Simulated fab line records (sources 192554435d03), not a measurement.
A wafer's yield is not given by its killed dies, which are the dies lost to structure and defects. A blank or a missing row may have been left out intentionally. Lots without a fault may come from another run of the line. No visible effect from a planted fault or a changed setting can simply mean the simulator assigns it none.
Which of the tools did it?    flow n5-finfet    Sampling: 12 lots, 36 wafers, 4 of 1938 route steps

== WHAT EACH GAUGE READ, for each wafer ==
N5_DUMMY_GATE_OVL_MEAS_16.
lot   measured     on          GATE_OVL (nm)
L075  day 3 07:08  overlay-02  1.3 0.2 0.5
L077  day 3 16:08  overlay-02  0.5 0.7 0.5
L079  day 4 03:05  overlay-01  -1.2 -1.5 -0.8
L081  day 4 14:49  overlay-02  0.2 0.6 -0.8
L083  day 5 05:04  overlay-01  0.8 1.7 0.7
L085  day 5 18:46  overlay-02  0.7 0.7 -0.2
L087  day 6 03:20  overlay-02  -0.6 -0.6 -0.8
L089  day 6 15:22  overlay-02  -0.9 -0.2 -1.0
L091  day 7 05:46  overlay-01  0.8 1.1 0.7
L093  day 7 19:11  overlay-01  1.4 1.4 1.5
L095  day 8 03:38  overlay-01  -0.2 0.2 0.0
L097  day 8 16:16  overlay-02  1.2 0.8 0.7

== WHAT TOOL EACH LOT RAN ON (gives the tool, then ch and the chambers of the sampled wafers, and finally the start) ==
lot   N5_FIN_CUT_DESCUM_13               N5_FIN_CUT_ETCH_20                 N5_STI_FIN_REVEAL_RECESS_09
L075  rie-diel-06 ch 0,1,3, day 2 08:46  rie-diel-06 ch 0,1,3, day 2 08:49  vapor-etch-02 ch 0,1, day 2 15:42
L077  rie-diel-01 ch 1,2,3, day 2 21:59  rie-diel-01 ch 1,2,3, day 2 22:02  vapor-etch-02 ch 0,1, day 3 05:21
L079  rie-diel-06 ch 2,3, day 3 08:43    rie-diel-06 ch 2,3, day 3 08:46    vapor-etch-02 ch 0,1, day 3 16:18
L081  rie-diel-06 ch 2,3, day 3 20:40    rie-diel-06 ch 2,3, day 3 20:43    vapor-etch-02 ch 0, day 4 03:29
L083  rie-diel-01 ch 2,3, day 4 08:40    rie-diel-01 ch 2,3, day 4 08:43    vapor-etch-02 ch 0,1, day 4 16:02
L085  rie-diel-06 ch 1,2,3, day 4 23:01  rie-diel-06 ch 1,2,3, day 4 23:04  vapor-etch-02 ch 0,1, day 5 07:17
L087  rie-diel-01 ch 0,1, day 5 08:45    rie-diel-01 ch 0,1, day 5 08:48    vapor-etch-01 ch 0,1, day 5 16:26
L089  rie-diel-02 ch 1,2,3, day 5 20:38  rie-diel-02 ch 1,2,3, day 5 20:41  vapor-etch-01 ch 0,1, day 6 04:03
L091  rie-diel-02 ch 0,1,2, day 6 11:23  rie-diel-02 ch 0,1,2, day 6 11:26  vapor-etch-01 ch 0,1, day 6 18:27
L093  rie-diel-02 ch 0,2, day 6 22:39    rie-diel-02 ch 0,2, day 6 22:43    vapor-etch-02 ch 1, day 7 06:41
L095  rie-diel-01 ch 0,3, day 7 09:01    rie-diel-01 ch 0,3, day 7 09:04    vapor-etch-02 ch 0,1, day 7 16:12
L097  rie-diel-02 ch 0,2,3, day 7 21:54  rie-diel-02 ch 0,2,3, day 7 21:58  vapor-etch-02 ch 0,1, day 8 05:29
- N5_FIN_CUT_DESCUM_13: chemistry O2, time 7 s.
- N5_FIN_CUT_ETCH_20: etches SiARC in CF4, target depth 26 nm, time 43.3 s.
- N5_STI_FIN_REVEAL_RECESS_09: chemistry HF/NH3, target SiO2, afs cycles 11, target depth 42.5 nm, sublimation time 60 s.

== THE ANSWER, worked out from the rows above alone ==
Rule: usual is defined by the lots themselves. The widest of any qualifying gaps counts: lots, ordered by their means at a reading, are off when they make up no more than a third of the lots, leave a main group of 4 or more, and stand apart from it by 3 or more times the standard deviation of that group's means. The tables above print the reading to a certain number of digits; a main group whose means all agree to those digits is not used. Also off: a lot with no number at a reading for which 4 or more lots have one. All remaining lots with rows at the step are treated as sound.
Across all readings shown, no lot is off: no conclusion can be drawn from this.

== WHAT THE SIMULATOR HAD PUT IN ==
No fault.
